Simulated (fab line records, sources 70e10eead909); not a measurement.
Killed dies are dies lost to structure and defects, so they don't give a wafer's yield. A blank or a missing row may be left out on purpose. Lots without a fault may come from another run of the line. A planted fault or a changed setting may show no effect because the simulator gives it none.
fab line records | flow nand_harc
record lots=13 wafers=39 last_day=24
route steps=1159 shown A_BONDPAD@1086 THIN_TSV@1128 END@1159
lots that met no fault: from a run of the same line without faults
start_h: hours from the record's first day to the start of the lot's first wafer shown | wait_h: hours since the lot's step before | " the same as in the row above | L1.1+2: a row that stands for several wafers | - no value, or no start given | * or withheld: withheld | < > ~ a bound
route shown NAME@n: a module of which the file shows steps, and the number in the route of the first | usual: mean/standard deviation of fault-free wafers | same: alike in all rows | chamber/n: place in a boat | sites: the reading at each site | _std_site: their standard deviation | _edge_site: outer sites' mean less inner sites' | radius_mm: how far each site lies from the wafer's centre | mask NAME#n: copy n | behind: the tool/chamber that last shaped the wafer | hold: why the lot was held/for how many hours/how that ended | device: the transistor (n, p or np) that didn't switch | end of line: the same wafers' tests at the end of the route | a step without rows: its recipe alone | killed: dies lost to structure and defects at the first sort, not the wafer's yield | map: a wafer's dies, x killed, . not, _ none there
set.NAME: the setting as run; set.NAME@STEP: as run at that earlier step | model.NAME: the simulator's own value behind a step, which no gauge read
steps of the route over a sample of lots; a table a step, a row a wafer
services: from which hour (start_h, from the record's first day; less than 0 if before it) a tool's chamber was out of use, for how many hours, and why
## steps
# step NHARC_A_BONDPAD_ECD_18
# recipe target_thk_a=4000 bath_temp_c=25 material=Cu
# usual bath_heat_duty_pct=6.4/0.84 bath_temp_c=25.01/0.098
# columns lot.wafer tool chamber start_h wait_h bath_heat_duty_pct bath_temp_c
L203.2 ecd_cu-01 0 437.18 - 7.7 24.96
L203.1 " 1 " " 6.7 25.04
L203.3 " 1 " " 7.2 24.94
L202.1 ecd_cu-02 0 439.38 - 5.2 25.13
L202.3 " 0 " " 5.4 25.09
L202.5 " 1 " " 6.4 24.97
L205.1 ecd_cu-02 1 439.73 - 5.8 25.07
L205.5 " 1 " " 6.7 24.94
L205.6 " 0 " " 4.8 24.99
L209.1 ecd_cu-02 1 459.44 - 6.5 25.12
L209.4 " 0 " " 5.4 24.94
L209.3 " 1 " " 6.5 25.02
L208.1 ecd_cu-02 0 464.53 - 5.1 25.00
L208.4 " 1 " " 6.9 24.94
L208.5 " 1 " " 6.4 25.06
L211.3 ecd_cu-02 1 470.26 - 6.3 25.02
L211.4 " 0 " " 5.4 25.06
L211.6 " 1 " " 6.4 24.96
L210.4 ecd_cu-02 1 484.65 - 5.2 25.03
L210.3 " 0 " " 5.5 25.01
L210.6 " 1 " " 6.5 25.01
L215.3 ecd_cu-02 1 498.03 - 6.1 24.83
L215.4 " 0 " " 5.8 24.97
L215.5 " 0 " " 4.7 25.00
L219.1 ecd_cu-01 1 519.96 - 7.3 25.06
L219.6 " 1 " " 7.7 25.06
L219.5 " 0 " " 6.9 24.82
L213.2 ecd_cu-02 0 522.31 - 4.8 25.12
L213.4 " 0 " " 6.0 25.04
L213.6 " 0 " " 5.0 24.99
L217.2 ecd_cu-02 0 525.23 - 5.0 24.89
L217.1 " 1 " " 6.4 24.99
L217.4 " 1 " " 7.2 25.01
L220.2 ecd_cu-02 0 526.37 - 5.5 25.13
L220.4 " 1 " " 6.0 25.08
L220.3 " 0 " " 5.1 25.27
L222.2 ecd_cu-01 1 531.51 - 7.6 24.85
L222.1 " 0 " " 7.1 24.87
L222.6 " 0 " " 6.4 24.86
# step NHARC_THIN_TSV_PRE_CLEAN_50
# recipe time_s=30 temp_c=280 gas=H2/He
# usual heater_power_w=397/33 susceptor_temp_C=280.00/0.18
# same time_s=30
# columns lot.wafer tool chamber start_h wait_h heater_power_w susceptor_temp_C
L203.3 pvd_sputter-03 - - - 378 279.72
L203.1 " - " " 400 279.99
L203.2 " - " " 374 280.04
L202.3 pvd_sputter-02 - - - 416 280.02
L202.1 " - " " 395 280.12
L202.5 " - " " 428 280.11
L205.1 pvd_sputter-02 - - - 417 280.16
L205.5 " - " " 409 279.79
L205.6 " - " " 366 280.13
L209.4 pvd_sputter-02 - - - 433 279.98
L209.3 " - " " 406 280.12
L209.1 " - " " 461 280.15
L208.4 pvd_sputter-03 - - - 390 280.26
L208.1 " - " " 407 280.14
L208.5 " - " " 364 279.92
L211.3 pvd_sputter-02 - - - 365 280.12
L211.4 " - " " 426 280.05
L211.6 " - " " 464 279.98
L210.4 pvd_sputter-01 - - - 395 279.91
L210.3 " - " " 370 280.13
L210.6 " - " " 448 280.20
L215.3 pvd_sputter-03 - - - 390 280.02
L215.4 " - " " 395 280.08
L215.5 " - " " 370 279.98
L219.1 pvd_sputter-03 - - - 393 280.17
L219.6 " - " " 393 280.16
L219.5 " - " " 407 279.86
L213.2 pvd_sputter-02 - - - 403 279.90
L213.4 " - " " 454 279.87
L213.6 " - " " 399 279.86
L217.4 pvd_sputter-03 - - - 369 279.90
L217.1 " - " " 396 280.24
L217.2 " - " " 406 279.93
L220.2 pvd_sputter-03 - - - 366 280.02
L220.4 " - " " 369 280.40
L220.3 " - " " 400 279.88
L222.1 pvd_sputter-01 - - - 375 279.98
L222.2 " - " " 373 279.53
L222.6 " - " " 447 280.27
# step NHARC_THIN_TSV_ANNEAL_52
# recipe temp_c=225 time_s=90
# usual wafer_temp_C_max=225.89/0.22
# same time_s=90
# columns lot.wafer tool chamber start_h wait_h wafer_temp_C_max
L203.1 rtp_anneal-01 0 457.06 0.6 225.62
L203.2 " 0 " " 225.50
L203.3 " 0 " " 225.74
L202.1 rtp_anneal-02 0 459.14 0.6 225.57
L202.3 " 0 " " 225.86
L202.5 " 0 " " 226.02
L205.1 rtp_anneal-01 0 460.83 0.5 225.72
L205.5 " 0 " " 225.92
L205.6 " 0 " " 225.80
L209.1 rtp_anneal-01 0 477.41 0.5 225.76
L209.3 " 0 " " 225.67
L209.4 " 0 " " 225.89
L208.1 rtp_anneal-02 0 485.19 0.6 225.90
L208.4 " 0 " " 225.68
L208.5 " 0 " " 226.02
L211.3 rtp_anneal-01 0 486.36 0.5 226.24
L211.4 " 0 " " 225.82
L211.6 " 0 " " 225.98
L210.3 rtp_anneal-01 0 505.15 0.5 226.02
L210.4 " 0 " " 226.06
L210.6 " 0 " " 226.29
L215.3 rtp_anneal-02 0 522.30 0.4 225.67
L215.4 " 0 " " 226.00
L215.5 " 0 " " 226.01
L219.1 rtp_anneal-02 0 538.92 0.6 225.81
L219.5 " 0 " " 226.21
L219.6 " 0 " " 226.00
L213.2 rtp_anneal-02 0 540.66 0.6 225.69
L213.4 " 0 " " 226.11
L213.6 " 0 " " 225.70
L217.1 rtp_anneal-01 0 545.26 0.5 225.54
L217.2 " 0 " " 225.94
L217.4 " 0 " " 225.72
L220.2 rtp_anneal-01 0 549.47 0.6 225.67
L220.3 " 0 " " 226.08
L220.4 " 0 " " 225.82
L222.1 rtp_anneal-02 0 550.79 0.5 226.20
L222.2 " 0 " " 226.40
L222.6 " 0 " " 226.01
# step NHARC_THIN_TSV_CD_MEAS_37
# usual cd_nm=5000.5/2.3
# columns lot.wafer tool chamber start_h wait_h cd_nm
L203.1 cd_sem-01 - 460.58 - 5001.5
L203.2 " - " " 5000.7
L203.3 " - " " 5001.2
L202.1 cd_sem-03 - 463.19 - 5003.0
L202.3 " - " " 5000.3
L202.5 " - " " 4999.3
L205.1 cd_sem-03 - 464.22 - 4998.3
L205.5 " - " " 4999.4
L205.6 " - " " 4997.2
L209.1 cd_sem-03 - 480.83 - 5000.2
L209.3 " - " " 5000.8
L209.4 " - " " 4999.7
L208.1 cd_sem-03 - 488.58 - 5002.5
L208.4 " - " " 5003.3
L208.5 " - " " 5004.5
L211.3 cd_sem-03 - 490.01 - 5001.5
L211.4 " - " " 4999.9
L211.6 " - " " 5000.6
L210.3 cd_sem-03 - 508.47 - 5002.3
L210.4 " - " " 5001.6
L210.6 " - " " 4998.9
L215.3 cd_sem-01 - 525.54 - 5000.0
L215.4 " - " " 4999.6
L215.5 " - " " 4998.1
L219.1 cd_sem-02 - 543.67 - 4996.4
L219.5 " - " " 4998.1
L219.6 " - " " 4995.5
L213.2 cd_sem-03 - 546.16 - 5003.8
L213.4 " - " " 5003.3
L213.6 " - " " 5004.9
L217.1 cd_sem-02 - 549.09 - 5000.6
L217.2 " - " " 5001.4
L217.4 " - " " 5001.2
L220.2 cd_sem-02 - 552.82 - 5002.0
L220.3 " - " " 5003.0
L220.4 " - " " 5004.8
L222.1 cd_sem-02 - 554.05 - 5003.3
L222.2 " - " " 5004.1
L222.6 " - " " 5004.1
# step NHARC_END_SORT_01
# recipe temp_c=25
# usual defect_limited_yield=95.5/1.4 killed_at_array=27/9.8 killed_at_other=0.6/0.83 killed_at_periphery=3.5/2.4 killed_dies=31/9.6 killed_open=3.1/1.9 killed_short=2.0/1.5 sort_bin_2_pct=1.4/0.6 sort_bin_3_pct=0.26/0.23 sort_bin_4_pct=2.8/0.89 sort_n_pass=646/9.6 sort_rim_yield_pct=96.6/2.5 sort_yield_pct=95.5/1.4
# same gross_dies=677 sort_bin_5_pct[%]=0 sort_bin_6_pct[%]=0 sort_bin_7_pct[%]=0 sort_bin_8_pct[%]=0 sort_rim_n_gross=106.00
# columns lot.wafer tool chamber start_h wait_h defect_limited_yield[%] killed_at_array killed_at_other killed_at_periphery killed_dies killed_open killed_short sort_bin_2_pct[%] sort_bin_3_pct[%] sort_bin_4_pct[%] sort_n_pass sort_rim_yield_pct[%] sort_yield_pct[%]
L202.1 prober-01 0 481.94 2.5 97.5 14 1 2 17 2 2 0.4 0 2.1 660 97.2 97.5
L202.3 prober-01 0 483.53 3.1 97.6 14 0 2 16 4 2 0.6 0 1.8 661 94.3 97.6
L202.5 prober-01 0 485.12 3.7 98.1 9 1 3 13 1 3 0.7 0.15 1.0 664 96.2 98.1
L209.1 prober-02 0 490.06 2.5 95.3 30 1 1 32 2 0 1.9 0.44 2.4 645 100.0 95.3
L209.3 prober-02 0 491.66 3.1 94.2 34 1 4 39 1 0 1.8 0.15 3.8 638 99.1 94.2
L209.4 prober-02 0 492.45 3.4 94.5 32 0 5 37 3 2 1.5 0.59 3.4 640 96.2 94.5
L208.1 prober-01 0 497.49 2.5 94.7 31 1 4 36 4 4 1.6 0.44 3.2 641 98.1 94.7
L208.4 prober-01 0 499.89 3.4 96.3 23 1 1 25 4 4 1.2 0.15 2.4 652 96.2 96.3
L208.5 prober-01 0 500.68 3.7 95.0 26 3 5 34 3 3 1.9 0.59 2.5 643 93.4 95.0
L211.3 prober-02 0 499.46 3.1 94.5 35 0 2 37 2 3 1.9 0.15 3.4 640 97.2 94.5
L211.4 prober-02 0 500.27 3.4 93.2 42 0 4 46 3 4 2.1 0.30 4.4 631 98.1 93.2
L211.6 prober-02 0 501.88 4.0 93.1 44 1 2 47 2 0 2.8 0.59 3.5 630 98.1 93.1
L210.3 prober-01 0 517.62 3.1 94.4 36 1 1 38 5 4 2.7 0.30 2.7 639 95.3 94.4
L210.4 prober-01 0 518.43 3.4 95.7 26 0 3 29 2 1 1.5 0.15 2.7 648 94.3 95.7
L210.6 prober-01 0 520.03 4.0 94.7 32 0 4 36 3 3 2.2 0.15 3.0 641 95.3 94.7
L215.3 prober-02 0 532.55 3.1 97.2 8 1 10 19 2 1 1.3 0 1.5 658 99.1 97.2
L215.4 prober-02 0 533.35 3.4 97.6 12 0 4 16 3 2 0.4 0.30 1.6 661 98.1 97.6
L215.5 prober-02 0 534.14 3.7 97.6 9 0 7 16 3 0 0.7 0 1.6 661 95.3 97.6
L213.2 prober-02 0 552.56 2.8 18.8 549 0 1 550 1 3 39.0 7.68 34.6 127 20.8 18.8
L213.4 prober-02 0 554.17 3.4 16.1 564 0 4 568 4 4 36.0 9.31 38.6 109 18.9 16.1
L213.6 prober-02 0 555.77 4.0 17.1 559 0 2 561 0 2 35.9 8.12 38.8 116 12.3 17.1
L217.1 prober-02 0 567.42 2.5 18.9 549 0 0 549 1 1 32.1 8.27 40.8 128 24.5 18.9
L217.2 prober-02 0 568.23 2.8 16.2 566 0 1 567 3 1 33.7 7.98 42.1 110 14.2 16.2
L217.4 prober-02 0 569.84 3.4 19.4 544 0 2 546 1 1 38.1 8.27 34.3 131 19.8 19.4
L220.2 prober-01 0 568.25 2.8 18.2 551 0 3 554 1 1 36.6 8.27 36.9 123 13.2 18.2
L220.3 prober-01 0 569.05 3.1 18.3 550 0 3 553 1 0 36.9 8.71 36.0 124 17.0 18.3
L220.4 prober-01 0 569.86 3.4 20.1 538 0 3 541 0 1 36.0 5.76 38.1 136 20.8 20.1
L222.1 prober-01 0 575.28 2.5 95.0 24 3 7 34 0 0 1.8 0.30 3.0 643 99.1 95.0
L222.2 prober-01 0 576.08 2.8 94.7 32 1 3 36 1 0 0.7 0.74 3.8 641 94.3 94.7
L222.6 prober-01 0 579.25 4.0 95.3 27 1 4 32 5 0 2.1 0 2.7 645 96.2 95.3
# killed by level:class
L202.1 A_STAIRCASE:chamber_film_flake=6 A_CHANNEL_HOLE_D1:chamber_film_flake=2 A_SLIT:chamber_film_flake=2 A_CHANNEL_FILL_D1:geometric_particle:open=1 A_CONTACT:geometric_particle:short=1 A_BONDPAD:geometric_particle:open=1 STARTING-WAFER:geometric_particle:short=1 P_STI:chamber_film_flake=1
L202.3 A_SLIT:chamber_film_flake=3 A_WL_FILL:geometric_particle:short=2 A_CHANNEL_HOLE_D1:chamber_film_flake=2 A_STAIRCASE:chamber_film_flake=2 A_BONDPAD:chamber_film_flake=2 P_CONTACT:geometric_particle:open=1 P_M0:geometric_particle:open=1 A_CHANNEL_FILL_D1:geometric_particle:open=1
L202.5 A_WL_FILL:geometric_particle:short=2 P_STI:chamber_film_flake=2 A_CHANNEL_HOLE_D1:chamber_film_flake=2 A_SLIT:chamber_film_flake=2 P_GATE:geometric_particle:open=1 A_ONON_D1:geometric_particle:short=1 A_STAIRCASE:chamber_film_flake=1 A_CONTACT:chamber_film_flake=1
L209.1 A_CHANNEL_HOLE_D1:chamber_film_flake=14 A_STAIRCASE:chamber_film_flake=5 A_CONTACT:chamber_film_flake=4 A_BLC:chamber_film_flake=4 P_M1:geometric_particle:open=1 A_CONTACT:geometric_particle:open=1 A_ZERO_WELL:chamber_film_flake=1 A_CHANNEL_FILL_D1:chamber_film_flake=1
L209.3 A_CHANNEL_HOLE_D1:chamber_film_flake=21 A_STAIRCASE:chamber_film_flake=6 A_CHANNEL_FILL_D1:chamber_film_flake=4 P_M0:chamber_film_flake=3 A_CHANNEL_FILL_D1:geometric_particle:open=1 P_ZERO_WELL:chamber_film_flake=1 A_CONTACT:chamber_film_flake=1 A_BLC:chamber_film_flake=1
L209.4 A_CHANNEL_HOLE_D1:chamber_film_flake=17 A_STAIRCASE:chamber_film_flake=4 P_M0:chamber_film_flake=3 A_CONTACT:chamber_film_flake=3 A_CHANNEL_FILL_D1:geometric_particle:short=2 A_ZERO_WELL:chamber_film_flake=2 A_CHANNEL_FILL_D1:chamber_film_flake=2 P_GATE:geometric_particle:open=1
L208.1 A_SLIT:chamber_film_flake=13 A_STAIRCASE:chamber_film_flake=4 A_CONTACT:chamber_film_flake=4 A_CHANNEL_HOLE_D1:chamber_film_flake=2 A_BLC:chamber_film_flake=2 P_GATE:geometric_particle:open=1 P_CONTACT:geometric_particle:open=1 P_M0:geometric_particle:short=1
L211.3 A_CHANNEL_HOLE_D1:chamber_film_flake=20 A_SLIT:chamber_film_flake=6 A_STAIRCASE:chamber_film_flake=2 A_CONTACT:chamber_film_flake=2 P_CONTACT:geometric_particle:open=1 P_CONTACT:geometric_particle:short=1 A_CHANNEL_HOLE_D1:geometric_particle:short=1 A_CHANNEL_FILL_D1:geometric_particle:open=1
L208.4 A_SLIT:chamber_film_flake=9 A_ONON_D1:geometric_particle:short=4 A_STAIRCASE:chamber_film_flake=3 A_ONON_D1:geometric_particle:open=2 A_CONTACT:chamber_film_flake=2 P_GATE:geometric_particle:open=1 A_M0:geometric_particle:open=1 A_CHANNEL_HOLE_D1:chamber_film_flake=1
L211.4 A_CHANNEL_HOLE_D1:chamber_film_flake=15 A_SLIT:chamber_film_flake=10 A_STAIRCASE:chamber_film_flake=9 P_M0:geometric_particle:short=3 A_CONTACT:chamber_film_flake=3 A_ZERO_WELL:chamber_film_flake=2 P_GATE:geometric_particle:open=1 A_CHANNEL_FILL_D1:geometric_particle:open=1
L208.5 A_SLIT:chamber_film_flake=11 A_CONTACT:chamber_film_flake=5 A_CHANNEL_HOLE_D1:chamber_film_flake=3 A_STAIRCASE:chamber_film_flake=3 THIN_TSV:chamber_film_flake=3 P_GATE:chamber_film_flake=2 P_STI:geometric_particle:short=1 P_CONTACT:geometric_particle:short=1
L211.6 A_CHANNEL_HOLE_D1:chamber_film_flake=14 A_STAIRCASE:chamber_film_flake=11 A_SLIT:chamber_film_flake=11 A_CONTACT:chamber_film_flake=6 P_GATE:geometric_particle:open=1 P_CONTACT:geometric_particle:open=1 A_WL_FILL:chamber_film_flake=1 A_BLC:chamber_film_flake=1
L210.3 A_SLIT:chamber_film_flake=12 A_CONTACT:chamber_film_flake=7 A_STAIRCASE:chamber_film_flake=6 A_CONTACT:geometric_particle:open=3 A_WL_FILL:chamber_film_flake=2 A_SOURCE_PLATE:geometric_particle:short=1 A_ONON_D1:geometric_particle:short=1 A_WL_FILL:geometric_particle:short=1
L210.4 A_SLIT:chamber_film_flake=7 A_WL_FILL:chamber_film_flake=6 A_CONTACT:chamber_film_flake=5 A_CHANNEL_HOLE_D1:chamber_film_flake=4 A_STAIRCASE:chamber_film_flake=3 P_GATE:geometric_particle:open=2 A_WL_FILL:geometric_particle:short=1 P_ZERO_WELL:chamber_film_flake=1
L210.6 A_SLIT:chamber_film_flake=8 A_CONTACT:chamber_film_flake=8 A_STAIRCASE:chamber_film_flake=7 A_M0:geometric_particle:open=2 P_ZERO_WELL:chamber_film_flake=2 P_M2:chamber_film_flake=2 A_WL_FILL:chamber_film_flake=2 A_WL_FILL:geometric_particle:short=1
L215.3 P_GATE:chamber_film_flake=4 P_M0:chamber_film_flake=3 P_CONTACT:geometric_particle:open=2 A_CHANNEL_HOLE_D1:chamber_film_flake=2 A_SLIT:chamber_film_flake=2 A_CONTACT:chamber_film_flake=2 P_CONTACT:geometric_particle:short=1 A_ZERO_WELL:chamber_film_flake=1
L215.4 A_CONTACT:chamber_film_flake=5 P_CONTACT:geometric_particle:open=2 P_M0:chamber_film_flake=2 A_CHANNEL_HOLE_D1:chamber_film_flake=2 A_ONON_D1:geometric_particle:open=1 A_ONON_D1:geometric_particle:short=1 A_CHANNEL_FILL_D1:geometric_particle:short=1 A_ZERO_WELL:chamber_film_flake=1
L215.5 A_CHANNEL_HOLE_D1:chamber_film_flake=5 P_GATE:chamber_film_flake=3 P_M0:chamber_film_flake=2 P_CONTACT:geometric_particle:open=1 A_ONON_D1:geometric_particle:open=1 A_M1:geometric_particle:open=1 P_ZERO_WELL:chamber_film_flake=1 A_ZERO_WELL:chamber_film_flake=1
L213.2 A_BONDPAD:unspecified=523 A_CHANNEL_HOLE_D1:chamber_film_flake=11 A_CONTACT:chamber_film_flake=7 A_SLIT:chamber_film_flake=3 A_M0:geometric_particle:short=2 P_STI:geometric_particle:short=1 A_CHANNEL_HOLE_D1:geometric_particle:open=1 A_ZERO_WELL:chamber_film_flake=1
L213.4 A_BONDPAD:unspecified=546 A_CHANNEL_HOLE_D1:chamber_film_flake=7 A_SLIT:chamber_film_flake=3 A_CONTACT:chamber_film_flake=3 P_CONTACT:geometric_particle:open=2 A_CONTACT:geometric_particle:open=2 P_M1:geometric_particle:short=1 A_CHANNEL_HOLE_D1:geometric_particle:short=1
L213.6 A_BONDPAD:unspecified=544 A_CHANNEL_HOLE_D1:chamber_film_flake=7 A_CONTACT:chamber_film_flake=4 P_CONTACT:geometric_particle:short=1 A_ONON_D1:geometric_particle:short=1 P_M1:chamber_film_flake=1 A_ZERO_WELL:chamber_film_flake=1 A_SLIT:chamber_film_flake=1
L217.1 A_BONDPAD:unspecified=539 A_CHANNEL_HOLE_D1:chamber_film_flake=4 A_CONTACT:chamber_film_flake=2 A_CHANNEL_FILL_D1:geometric_particle:open=1 A_SGD_CUT:geometric_particle:short=1 A_CHANNEL_FILL_D1:chamber_film_flake=1 A_SLIT:chamber_film_flake=1
L217.2 A_BONDPAD:unspecified=560 A_CHANNEL_HOLE_D1:chamber_film_flake=2 P_M1:geometric_particle:open=1 A_CHANNEL_FILL_D1:geometric_particle:open=1 A_WL_FILL:geometric_particle:short=1 A_M0:geometric_particle:open=1 A_CHANNEL_FILL_D1:chamber_film_flake=1
L220.2 A_BONDPAD:unspecified=537 A_CHANNEL_HOLE_D1:chamber_film_flake=13 P_CONTACT:geometric_particle:open=1 A_CONTACT:geometric_particle:short=1 P_CONTACT:chamber_film_flake=1 P_M1:chamber_film_flake=1
L220.3 A_BONDPAD:unspecified=540 A_CHANNEL_HOLE_D1:chamber_film_flake=7 P_M1:chamber_film_flake=2 A_CONTACT:geometric_particle:open=1 P_ZERO_WELL:chamber_film_flake=1 A_ZERO_WELL:chamber_film_flake=1 A_CONTACT:chamber_film_flake=1
L217.4 A_BONDPAD:unspecified=537 A_CHANNEL_HOLE_D1:chamber_film_flake=3 A_SLIT:chamber_film_flake=2 A_SGD_CUT:geometric_particle:short=1 A_CONTACT:geometric_particle:open=1 P_ZERO_WELL:chamber_film_flake=1 P_M1:chamber_film_flake=1
L220.4 A_BONDPAD:unspecified=525 A_CHANNEL_HOLE_D1:chamber_film_flake=11 P_M1:chamber_film_flake=3 A_CHANNEL_FILL_D1:geometric_particle:short=1 A_CONTACT:chamber_film_flake=1
L222.1 A_CHANNEL_HOLE_D1:chamber_film_flake=17 A_CONTACT:chamber_film_flake=6 P_BONDPAD:chamber_film_flake=3 THIN_TSV:chamber_film_flake=3 P_STI:chamber_film_flake=2 P_M0:chamber_film_flake=2 A_WL_FILL:chamber_film_flake=1
L222.2 A_CHANNEL_HOLE_D1:chamber_film_flake=20 A_CONTACT:chamber_film_flake=7 A_BONDPAD:chamber_film_flake=3 A_M1:geometric_particle:open=1 P_M0:chamber_film_flake=1 P_M2:chamber_film_flake=1 P_BONDPAD:chamber_film_flake=1 A_STAIRCASE:chamber_film_flake=1
L222.6 A_CHANNEL_HOLE_D1:chamber_film_flake=21 A_BLC:geometric_particle:open=2 P_GATE:geometric_particle:open=1 A_CONTACT:geometric_particle:open=1 A_M0:geometric_particle:open=1 P_STI:chamber_film_flake=1 P_M0:chamber_film_flake=1 P_BONDPAD:chamber_film_flake=1
## services
# columns tool chamber start_h hours kind
ecd_cu-01 - 448.17 8.0 pm
pvd_sputter-03 - 458.04 10.0 pm
ecd_cu-02 - 470.67 1.6 repair
pvd_sputter-01 - 514.04 10.0 pm
pvd_sputter-02 - 525.97 4.2 repair
ecd_cu-02 - 532.34 8.0 pm
## key
first_sign step=NHARC_END_SORT_01 reading=defect_limited_yield direction=down sigmas=55 usual=95.5 struck=18.1
effect step=NHARC_END_SORT_01 reading=killed_dies direction=up sigmas=55 usual=31 struck=554
more_kills_born_at NHARC_A_BONDPAD_ECD_18@ecd_cu-02=4851
met_at NHARC_A_BONDPAD_ECD_18
struck_lots L213,L217,L220
not_acting_at NHARC_THIN_TSV_PRE_CLEAN_50,NHARC_THIN_TSV_ANNEAL_52,NHARC_THIN_TSV_CD_MEAS_37
onset_between 498.03 522.31
fault kind=chamber_particle_source tool=ecd_cu-02 chamber=- onset_h=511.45 steps=NHARC_A_BONDPAD_ECD_18 rate_per_visit_cm2=1.8375 end_h=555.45
